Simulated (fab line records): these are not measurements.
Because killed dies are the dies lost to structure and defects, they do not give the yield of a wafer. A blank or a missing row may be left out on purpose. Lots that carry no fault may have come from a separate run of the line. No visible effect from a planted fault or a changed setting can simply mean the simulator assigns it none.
Which tool is to blame? ; flow n5 finfet ; 10 lots with 29 wafers sampled at 4 steps, on a route of 1938 steps

== WHAT THE GAUGES READ, wafer by wafer ==
N5_BEOL_M9_CD_MEAS_11: the cd target is 64.1 nm.
lot;measured;on;cd nm (nm)
L337;day 9 16:05;cd sem-02;64.2 64.8
L338;day 9 19:02;cd sem-02;64.6 63.9 64.7
L339;day 10 03:53;cd sem-02;64.2 63.4 63.4
L343;day 10 23:15;cd sem-01;64.0 64.9 65.1
L345;day 11 01:20;cd sem-02;63.6 63.6 63.6
L347;day 11 23:38;cd sem-01;64.0 62.4 62.4
L350;day 12 17:52;cd sem-02;62.9 62.6 62.2
L351;day 12 18:34;cd sem-01;63.6 62.8 64.3
L357;day 14 15:35;cd sem-03;62.5 62.4 63.9
L360;day 15 03:44;cd sem-03;63.4 63.0 63.2

N5_BEOL_M9_INSPECT_13: inspects for defects (brightfield).
lot;measured;on;raw defect count
L337;day 9 16:08;defect inspect-01;525 392
L338;day 9 19:05;defect inspect-02;759 429 337
L339;day 10 03:57;defect inspect-01;514 341 368
L343;day 10 23:18;defect inspect-02;400 463 556
L345;day 11 01:23;defect inspect-01;305 453 317
L347;day 11 23:41;defect inspect-01;369 324 376
L350;day 12 17:55;defect inspect-02;438 455 468
L351;day 12 18:37;defect inspect-02;414 396 608
L357;day 14 15:38;defect inspect-02;442 388 518
L360;day 15 03:48;defect inspect-01;613 518 624

N5_BEOL_M9_CD_MEAS_28: the cd target is 70 nm.
lot;measured;on;cd nm (nm)
L337;day 9 17:31;cd sem-01;69.95 70.26
L338;day 9 20:24;cd sem-01;70.34 70.21 70.26
L339;day 10 05:15;cd sem-03;69.59 69.69 69.31
L343;day 11 00:05;cd sem-03;68.61 68.83 68.83
L345;day 11 03:43;cd sem-03;69.04 68.86 69.09
L347;day 12 01:58;cd sem-02;70.29 70.23 70.10
L350;day 12 19:07;cd sem-01;69.88 70.16 70.32
L351;day 12 20:20;cd sem-02;70.45 70.52 69.56
L357;day 14 16:35;cd sem-03;70.12 69.89 69.54
L360;day 15 05:10;cd sem-02;69.43 69.80 70.11

== WHICH TOOL RAN EACH LOT (tool, then ch and the chambers of the sampled wafers, then the start) ==
lot;N5_BEOL_M9_EXPOSE_25
L337;euv scanner-02 ch 0, day 9 17:23
L338;euv scanner-02 ch 0, day 9 20:16
L339;euv scanner-02 ch 0, day 10 05:07
L343;euv scanner-02 ch 0, day 10 23:58
L345;euv scanner-02 ch 0, day 11 03:35
L347;euv scanner-01 ch 0, day 12 01:50
L350;euv scanner-01 ch 0, day 12 18:59
L351;euv scanner-01 ch 0, day 12 20:13
L357;euv scanner-01 ch 0, day 14 16:28
L360;euv scanner-01 ch 0, day 15 05:02
- N5_BEOL_M9_EXPOSE_25: exposes mask V8.

== WHAT THE TOOLS THEMSELVES READ (means of the sampled wafers that have a number; where no wafer has one, the mark that the record gives instead) ==
N5_BEOL_M9_EXPOSE_25.
lot;tool;exposure dose mJ cm2;focus offset nm (nm)
L337;euv scanner-02;37.16;0.4
L338;euv scanner-02;37.14;-0.1
L339;euv scanner-02;37.18;-0.4
L343;euv scanner-02;35.14;0.1
L345;euv scanner-02;35.52;0.6
L347;euv scanner-01;37.27;0.2
L350;euv scanner-01;37.26;0.2
L351;euv scanner-01;37.24;0.2
L357;euv scanner-01;37.23;-0.0
L360;euv scanner-01;37.20;0.1

== THE ANSWER, worked out from the rows above alone ==
Rule: the lots themselves supply what counts as usual. Put in order of their means at a reading, lots are off if they are a third of the lots or fewer, leave a main group of 4 or more, and stand apart from it by a gap of 3 or more times the standard deviation of the main group's means; of several such gaps the widest counts. The tables above print the reading to a certain number of digits; a main group whose means all agree to those digits is not used. A lot without any number at a reading at which 4 lots or more have one is off too. Any other lot the step has rows for is counted as sound. The gauges are gone through in route order, then the tools' own readings, and for those a lot's mean is taken as printed above. The first step at which some lot is off is used, and at that step the reading that is off furthest; a lot without a number counts as furthest.
Off: L343, L345, at N5_BEOL_M9_EXPOSE_25 (exposure dose mJ cm2). Main group: mean 37.21, sd 0.044.
A tool fits if, at that step or a process step before it, it ran every lot that is off, and no sound lot after the first of them. One fits: euv scanner-02 at N5_BEOL_M9_EXPOSE_25. Its last sound lot is L339 (day 10 05:07), its first lot that is off L343 (day 10 23:58): a fault that began between those two fits.
The tool's own readings at N5_BEOL_M9_EXPOSE_25 bear it out: on the lots that are off they differ by more than 5 times the standard deviation of the sound lots' means. exposure dose mJ cm2 reads 35.33 there against 37.21 on the sound lots.

== WHAT WAS PUT IN BY THE SIMULATOR ==
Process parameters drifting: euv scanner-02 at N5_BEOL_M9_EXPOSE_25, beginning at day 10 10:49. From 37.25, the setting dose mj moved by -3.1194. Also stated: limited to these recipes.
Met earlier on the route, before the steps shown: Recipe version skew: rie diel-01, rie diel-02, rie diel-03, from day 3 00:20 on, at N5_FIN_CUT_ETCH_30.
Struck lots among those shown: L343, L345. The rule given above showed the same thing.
